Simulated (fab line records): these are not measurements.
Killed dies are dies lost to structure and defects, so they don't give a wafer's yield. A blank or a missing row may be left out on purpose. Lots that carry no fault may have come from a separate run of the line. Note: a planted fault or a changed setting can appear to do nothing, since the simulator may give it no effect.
fab line records | flow n5_finfet
record: lots: 9 wafers: 25 last_day: 18
route steps=1938 shown MOL_CONTACT_COAG@561 BEOL_M4@1111 PASSIVATION@1936
lots with no fault: from the same line, run without faults
start_h: the number of hours between the record's first day and the start of the first shown wafer of the lot | wait_h: hours from the lot's prior step to this one | " identical to the entry in the row above | L1.1+2: one row covering several wafers at once | - no value present, or no start provided | * or withheld: withheld | < > ~ a bound
route shown NAME@n: NAME is a module with steps in the file, n the number in the route of the first one | usual: mean and standard deviation over wafers with no fault | same: alike in all rows | chamber/n: place in a boat | sites: readings site by site | _std_site: the standard deviation of these | _edge_site: inner sites' mean taken away from outer sites' mean | radius_mm: for every site, how far away it sits from the centre of the wafer | mask NAME#n: copy n | behind: the tool/chamber that last shaped the wafer | hold: cause of the lot's hold/its duration in hours/its outcome | device: which transistor (n, p or np) failed to switch | end of line: the route-end tests of the same wafers | a step without rows: its recipe alone | killed: count of dies lost to structure and defects at first sort (not the wafer's yield) | map: per-die view of a wafer (x killed, . not killed, _ where there is no die)
set.NAME: setting as actually run; set.NAME@STEP: the setting as run at that earlier step | model.NAME: the simulator's own value behind a step, which no gauge read
steps of the route over a sample of lots; a table a step, a row a wafer
services: from which hour (start_h, from the record's first day; less than 0 if before it) a tool's chamber was out of use, for how many hours, and why
== steps ==
step: N5_MOL_CONTACT_COAG_THK_MEAS_29
recipe: reads: SiNx_of_GATE_CUT_PECVD_57+SiNx_of_GATE_CUT_SAC_CAP_01
usual: MD_CAP_THK: 17.89/0.089
columns lot.wafer tool chamber start_h wait_h MD_CAP_THK[nm]
L743.1 film_metro-01 - 95.15 - 18.03
L743.4 " - " " 17.99
L743.5 " - " " 17.94
L750.2 film_metro-02 - 142.73 - 17.99
L750.3 " - " " 17.99
L750.4 " - " " 17.87
L751.3 film_metro-01 - 147.97 - 17.90
L751.4 " - " " 17.82
L753.4 film_metro-02 - 159.80 - 17.70
L753.5 " - " " 17.81
L755.2 film_metro-02 - 175.36 - 17.90
L755.3 " - " " 17.77
L755.6 " - " " 17.97
L757.1 film_metro-02 - 184.41 - 17.97
L757.4 " - " " 18.05
L757.6 " - " " 17.83
L763.1 film_metro-02 - 216.93 - 17.84
L763.5 " - " " 17.69
L763.6 " - " " 17.85
L765.1 film_metro-02 - 236.20 - 17.95
L765.4 " - " " 17.99
L765.5 " - " " 17.96
L766.1 film_metro-01 - 245.17 - 17.92
L766.3 " - " " 17.92
L766.5 " - " " 17.84
step: N5_MOL_CONTACT_COAG_ALD_123
recipe: material: SiNx target_thk_a: 50 temp_c: 400 ald_precursor_family: SiH2I2 ald_co_reactant: N2/H2-plasma pulse_time_s: 1 purge_time_s: 2 co_reactant_purge_time_s: 2 ald_cycles: 100 pressure_torr: 2
usual: heater_power_w: 873/76 precursor_pulse_height_rel: 0.997/0.02
same: pulse_time_s: 1 purge_time_s: 2
columns lot.wafer tool chamber start_h wait_h heater_power_w precursor_pulse_height_rel
L743.1 ald_sin-01 0 95.18 0.0 829 0.953
L743.4 " 2 " " 866 0.972
L743.5 " 0 " " 837 0.993
L750.2 ald_sin-03 2 142.77 0.0 766 1.019
L750.3 " 0 " " 916 0.998
L750.4 " 1 " " 918 0.993
L751.3 ald_sin-01 3 149.40 1.4 724 1.010
L751.4 " 2 " " 877 0.981
L753.4 ald_sin-01 3 160.62 0.8 720 0.991
L753.5 " 2 " " 879 0.965
L755.2 ald_sin-01 0 175.39 0.0 843 0.974
L755.3 " 1 " " 968 0.982
L755.6 " 2 " " 850 1.019
L757.1 ald_sin-03 2 186.41 2.0 765 1.018
L757.4 " 1 " " 916 0.990
L757.6 " 1 " " 941 0.992
L763.1 ald_sin-01 1 216.97 0.0 988 0.996
L763.5 " 3 " " 733 0.980
L763.6 " 2 " " 876 1.009
L765.1 ald_sin-03 2 236.38 0.2 778 0.985
L765.4 " 1 " " 922 0.995
L765.5 " 3 " " 958 1.045
L766.1 ald_sin-04 1 245.21 0.0 839 1.029
L766.3 " 0 " " 906 0.986
L766.5 " 3 " " 942 0.993
step: N5_MOL_CONTACT_COAG_ETCH_47
recipe: chemistry: CH3F/O2 target: SiNx target_depth_a: 270 mask_material: SiO2 stop_on: W over_etch_frac: 0.2 ion_energy_ev: 120 endpoint: OES-CN pressure_mtorr: 30 source_w: 395 bias_w: 73 Ar_flow_sccm: 150 CH3F_flow_sccm: 30 O2_flow_sccm: 20 ends: end_point
usual: drypump_motor_current_A: 5.6/0.48 etch_rf_on_time_s: 31.2/0.48 oes_o_777_au: 0.81/0.085 oes_product_au: 0.72/0.079 over_etch_frac: 0.2/0 rf_vpp_V: 296.3/2.4 showerhead_plenum_p_Torr: 2.03/0.073 throttle_valve_pct: 16.42/0.26
columns lot.wafer tool chamber start_h wait_h drypump_motor_current_A etch_rf_on_time_s oes_o_777_au oes_product_au over_etch_frac rf_hours_counter_h rf_vpp_V showerhead_plenum_p_Torr throttle_valve_pct
L743.1 rie_diel-06 3 96.72 0.0 5.7 31.3 0.71 0.63 0.2 210 299.0 2.07 16.75
L743.4 " 0 " " 4.8 31.1 0.90 0.79 0.2 37 298.2 2.12 16.39
L743.5 " 1 " " 6.2 30.9 0.92 0.82 0.2 - 295.5 2.14 16.34
L750.2 rie_diel-06 2 144.67 0.0 5.8 31.6 0.73 0.64 0.2 201 294.1 1.98 16.56
L750.3 " 3 " " 5.7 31.8 0.70 0.62 0.19218 224 299.0 2.06 16.78
L750.4 " 0 " " 4.8 30.7 0.87 0.77 0.19218 53 298.6 2.11 16.43
L751.3 rie_diel-06 2 151.02 0.0 5.8 31.5 0.73 0.64 0.19218 204 294.7 1.98 16.56
L751.4 " 3 " " 5.7 31.5 0.70 0.62 0.19218 - 300.2 2.06 16.78
L753.4 rie_diel-06 2 162.18 0.0 5.8 30.8 0.73 0.64 0.19218 208 294.6 1.98 16.57
L753.5 " 1 " " 6.2 30.9 0.88 0.78 0.2 - 294.6 2.13 16.39
L755.2 rie_diel-05 1 177.02 0.0 6.1 30.9 0.94 0.82 0.2 18 297.0 2.04 15.99
L755.3 " 3 " " 5.0 30.4 0.87 0.79 0.2 26 299.8 2.13 16.19
L755.6 " 1 " " 6.1 30.9 0.94 0.83 0.2 - 296.4 2.04 15.97
L757.1 rie_diel-05 2 188.07 0.0 5.6 30.5 0.85 0.77 0.2 72 293.0 1.94 16.54
L757.4 " 0 " " 5.5 31.2 0.85 0.78 0.2 41 295.9 1.95 16.07
L757.6 " 1 " " 6.1 30.5 0.92 0.82 0.2 - 296.9 2.04 15.99
L763.1 rie_diel-01 0 218.55 0.0 6.2 32.0 0.70 0.61 0.2 240 294.2 1.98 16.82
L763.5 " 1 " " 5.6 30.8 0.69 0.61 0.2 - 295.4 1.98 16.55
L763.6 " 0 " " 6.2 31.5 0.69 0.61 0.2 - 293.5 1.98 16.82
L765.1 rie_diel-06 2 238.13 0.0 5.8 31.7 0.70 0.62 0.2 234 295.2 1.97 16.62
L765.4 " 0 " " 4.8 31.4 0.83 0.73 0.2 - 298.7 2.10 16.51
L765.5 " 1 " " 6.3 31.2 0.84 0.75 0.2 - 293.9 2.12 16.43
L766.1 rie_diel-06 3 246.92 0.0 5.7 30.5 0.97 0.88 0.2 2 299.7 2.05 16.35
L766.3 " 1 " " 6.2 30.8 0.83 0.75 0.2 65 293.3 2.12 16.45
L766.5 " 0 " " 4.8 30.6 0.83 0.73 0.2 - 298.3 2.10 16.51
step: N5_MOL_CONTACT_COAG_DESCUM_45
recipe: chemistry: O2 time_s: 7 source_power_w: 50 bias_power_w: 20 pressure_mtorr: 20 rf_frequency_hz: 2.712e+07 temp_c: 40 resist: CAR-EUV o2_flow_sccm: 225
usual: drypump_motor_current_A: 5.6/0.38 o2_flow_sccm: 225.1/0.69 oes_product_au: 0.80/0.088 rf_vpp_V: 243.1/1.3 showerhead_plenum_p_Torr: 2.08/0.066 throttle_valve_pct: 20.38/0.26
columns lot.wafer tool chamber start_h wait_h drypump_motor_current_A o2_flow_sccm oes_product_au rf_hours_counter_h rf_vpp_V showerhead_plenum_p_Torr throttle_valve_pct
L743.1 rie_diel-05 0 97.44 0.0 5.5 226.1 0.93 11 241.0 2.05 20.09
L743.4 " 0 " " 5.5 225.3 0.92 - 242.2 2.05 20.09
L743.5 " 1 " " 6.1 225.7 0.67 - 243.4 2.15 20.55
L750.2 rie_diel-05 2 145.73 0.3 5.6 225.1 0.88 56 245.2 2.03 20.53
L750.3 " 3 " " 4.9 225.5 0.92 16 245.3 2.23 20.21
L750.4 " 1 " " 6.1 225.5 0.95 7 244.0 2.15 20.12
L751.3 rie_diel-05 2 151.74 0.1 5.7 226.1 0.87 59 242.9 2.03 20.54
L751.4 " 3 " " 5.0 225.0 0.91 18 243.7 2.23 20.23
L753.4 rie_diel-01 2 162.85 0.0 5.3 226.3 0.78 111 243.4 2.03 20.30
L753.5 " 1 " " 5.6 225.5 0.70 - 243.3 2.07 20.55
L755.2 rie_diel-01 0 177.69 0.0 6.2 224.8 0.69 225 242.7 2.07 20.82
L755.3 " 1 " " 5.6 225.0 0.69 224 242.1 2.07 20.56
L755.6 " 3 " " 5.4 225.7 0.80 - 241.8 2.03 20.05
L757.1 rie_diel-06 2 188.87 0.0 5.8 225.5 0.70 216 241.7 2.07 20.66
L757.4 " 0 " " 4.8 223.8 0.84 64 244.5 2.21 20.58
L757.6 " 3 " " 5.7 224.1 0.68 - 243.4 2.16 20.90
L763.1 rie_diel-05 2 219.41 0.1 5.6 224.4 0.84 83 241.7 2.02 20.58
L763.5 " 1 " " 6.1 225.3 0.89 - 246.2 2.14 20.18
L763.6 " 2 " " 5.6 224.5 0.85 - 242.0 2.02 20.58
L765.1 rie_diel-01 3 239.15 0.2 5.3 224.1 0.78 118 243.7 2.02 20.07
L765.4 " 2 " " 5.3 224.7 0.75 136 243.6 2.02 20.33
L765.5 " 1 " " 5.6 225.0 0.68 - 243.3 2.06 20.60
L766.1 rie_diel-05 1 247.87 0.0 6.1 225.0 0.86 41 244.3 2.13 20.17
L766.3 " 2 " " 5.6 225.0 0.84 92 242.0 2.01 20.60
L766.5 " 1 " " 6.1 224.2 0.87 - 243.5 2.13 20.16
step: N5_BEOL_M4_RC_MEAS_101
usual: DIBL_N: 35.7/1.3 DIBL_P: 35.4/1.8 IOFF_N: 0.152/0.027 IOFF_P: 0.20/0.034 ION_N: 672/9.8 ION_P: 461/7.5 SS_N: 71.4/0.55 SS_P: 73.1/0.61 VT_N: 251/3.3 VT_P: -251/3.6
columns lot.wafer tool chamber start_h wait_h DIBL_N[mV/V] DIBL_P[mV/V] IOFF_N[nA/um] IOFF_P[nA/um] ION_N[uA/um] ION_P[uA/um] SS_N[mV/dec] SS_P[mV/dec] VT_N[mV] VT_P[mV]
L743.1 prober-02 0 162.74 0.0 37.2 39.2 0.199 0.27 681 469 72.2 74.2 247 -244
L743.4 " 0 " " 35.0 38.2 0.160 0.24 672 465 71.1 73.9 248 -246
L743.5 " 0 " " 35.2 36.6 0.161 0.22 684 467 71.0 73.7 248 -247
L750.2 prober-02 0 209.83 0.2 36.0 36.9 0.162 0.21 676 465 72.1 73.2 247 -251
L750.3 " 0 " " 35.9 36.5 0.157 0.20 682 459 71.7 72.6 248 -250
L750.4 " 0 " " 35.6 35.6 0.153 0.20 674 462 71.3 73.1 248 -250
L751.3 prober-02 0 218.63 0.7 35.4 34.2 0.139 0.19 668 459 71.7 73.3 254 -248
L751.4 " 0 " " 35.1 34.0 0.131 0.19 674 463 71.6 72.7 255 -253
L753.4 prober-02 0 227.64 0.5 35.7 35.6 0.148 0.22 662 463 71.3 73.1 250 -248
L753.5 " 0 " " 34.8 34.8 0.139 0.21 677 465 70.7 73.3 250 -248
L755.2 prober-02 0 240.16 0.2 35.2 34.3 0.139 0.16 649 445 71.2 73.1 252 -256
L755.3 " 0 " " 34.1 33.3 0.125 0.15 659 449 70.1 73.0 251 -256
L755.6 " 0 " " 35.6 35.7 0.146 0.17 653 445 71.2 73.2 254 -256
L757.1 prober-01 0 260.59 0.0 36.5 35.6 0.155 0.21 667 460 71.5 73.4 252 -252
L757.4 " 0 " " 36.3 37.1 0.163 0.23 668 465 71.2 72.8 250 -247
L757.6 " 0 " " 35.8 35.7 0.149 0.20 663 460 71.9 72.5 250 -248
L763.1 prober-02 0 281.59 0.6 33.4 34.1 0.116 0.15 656 451 71.0 72.4 256 -258
L763.5 " 0 " " 33.5 33.9 0.108 0.15 649 445 70.8 72.5 258 -256
L763.6 " 0 " " 36.0 36.6 0.151 0.18 663 452 71.3 73.1 251 -257
L765.1 prober-01 0 308.16 0.0 34.3 34.6 0.123 0.18 663 458 71.2 72.0 253 -252
L765.4 " 0 " " 36.4 36.6 0.150 0.20 673 464 71.5 73.5 250 -250
L765.5 " 0 " " 35.3 35.2 0.124 0.17 667 456 71.2 72.7 253 -251
L766.1 prober-02 0 318.48 0.0 34.8 33.5 0.121 0.19 674 459 70.5 73.0 254 -252
L766.3 " 0 " " 33.8 32.4 0.104 0.17 653 457 70.8 72.3 259 -253
L766.5 " 0 " " 35.4 34.7 0.132 0.20 668 467 71.3 73.0 252 -249
step: N5_PASSIVATION_PROBE_49
usual: defect_limited_yield: 91.5/1.3 killed_at_M0_to_M3: 33/11 killed_at_M4_up: 14/5.3 killed_at_contacts: 11/6.3 killed_at_front_end: 38/10 killed_at_other: 3.7/2.8 killed_dies: 101/16 killed_open: 67/12 killed_short: 32/7.4 sort_bin_5_function: 5.0/0.86 sort_bin_6_memory: 3.2/0.69 sort_bin_8_speed: 0.00/0.007 sort_n_pass: 1079/16 sort_yield_pct: 91.5/1.3
same: gross_dies: 1180 killed_at_back_side: 0 sort_bin_4_leakage[%]: 0
columns lot.wafer tool chamber start_h wait_h defect_limited_yield[%] killed_at_M0_to_M3 killed_at_M4_up killed_at_contacts killed_at_front_end killed_at_other killed_dies killed_open killed_short sort_bin_5_function[%] sort_bin_6_memory[%] sort_bin_8_speed[%] sort_n_pass sort_yield_pct[%]
L751.3 prober-01 - 317.96 0.1 89.3 49 18 22 33 4 126 75 51 6.9 3.2 0 1054 89.3
L755.6 prober-01 - 347.74 0.3 90.9 43 21 17 24 2 107 78 28 5.9 3.1 0 1073 90.9
killed by level:class
L751.3 MOL_CONTACT_COAG:geometric_particle:open=17 BEOL_M0_SAQP:geometric_particle:open=12 BEOL_M0_SAQP:geometric_particle:short=11 BEOL_M4:geometric_particle:open=9 STI_FIN_REVEAL:geometric_particle:open=7 BEOL_M2:geometric_particle:open=7 BEOL_M3:geometric_particle:open=7 STARTING-WAFER:geometric_particle:short=6
L755.6 BEOL_M2:geometric_particle:open=19 MOL_CONTACT_COAG:geometric_particle:open=12 BEOL_M4:geometric_particle:open=12 BEOL_M1:geometric_particle:open=7 GATE_CUT:geometric_particle:short=5 MOL_CONTACT_COAG:geometric_particle:short=5 BEOL_M3:geometric_particle:open=5 STI_FIN_REVEAL:geometric_particle:open=4
== services ==
columns tool chamber start_h hours kind
rie_diel-05 3 77.97 4.6 repair
rie_diel-05 3 82.67 - clean
rie_diel-05 3 82.67 - consumable_replace:focus_ring
rie_diel-05 3 82.67 - consumable_replace:showerhead
rie_diel-05 3 82.67 23.6 scheduled_down
rie_diel-05 3 82.67 23.6 vent_cycle
ald_sin-03 - 85.29 14.0 pm
rie_diel-05 1 106.24 - clean
rie_diel-05 1 106.24 - consumable_replace:focus_ring
rie_diel-05 1 106.24 21.1 scheduled_down
rie_diel-05 1 106.24 21.1 vent_cycle
ald_sin-03 - 143.78 28.1 pm
rie_diel-06 0 149.96 9.6 repair
ald_sin-04 - 176.82 14.0 pm
rie_diel-06 - 186.01 2.8 pm
ald_sin-01 - 186.80 0.8 pm
ald_sin-03 - 187.19 2.6 repair
rie_diel-06 2 193.07 5.0 repair
ald_sin-01 0 196.32 3.0 repair
ald_sin-03 0 199.37 8.0 repair
rie_diel-06 3 217.63 - clean
ald_sin-01 - 239.76 6.1 pm
ald_sin-03 1 244.08 2.7 repair
ald_sin-01 - 245.87 2.8 pm
== key ==
first_sign: step: N5_MOL_CONTACT_COAG_ETCH_47 reading: over_etch_frac direction: down sigmas: 99+ usual: 0.2 struck: 0.19218
effect none on later readings
met_at N5_MOL_CONTACT_COAG_ETCH_47
struck_lots L750,L751,L753
struck_wafers L750.3,L750.4,L751.3,L751.4,L753.4
not_acting_at N5_MOL_CONTACT_COAG_THK_MEAS_29,N5_MOL_CONTACT_COAG_ALD_123,N5_MOL_CONTACT_COAG_DESCUM_45
onset_between 96.72 144.67
fault: kind: process_parameter_drift tool: rie_diel-06 chamber: - onset_h: 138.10 steps: N5_MOL_CONTACT_COAG_ETCH_47 channel: over_etch_frac offset: -0.0078162 shape: step end_h: 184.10 scope: struck_wafers_only acts_in: these_recipes_only stated: 0.2
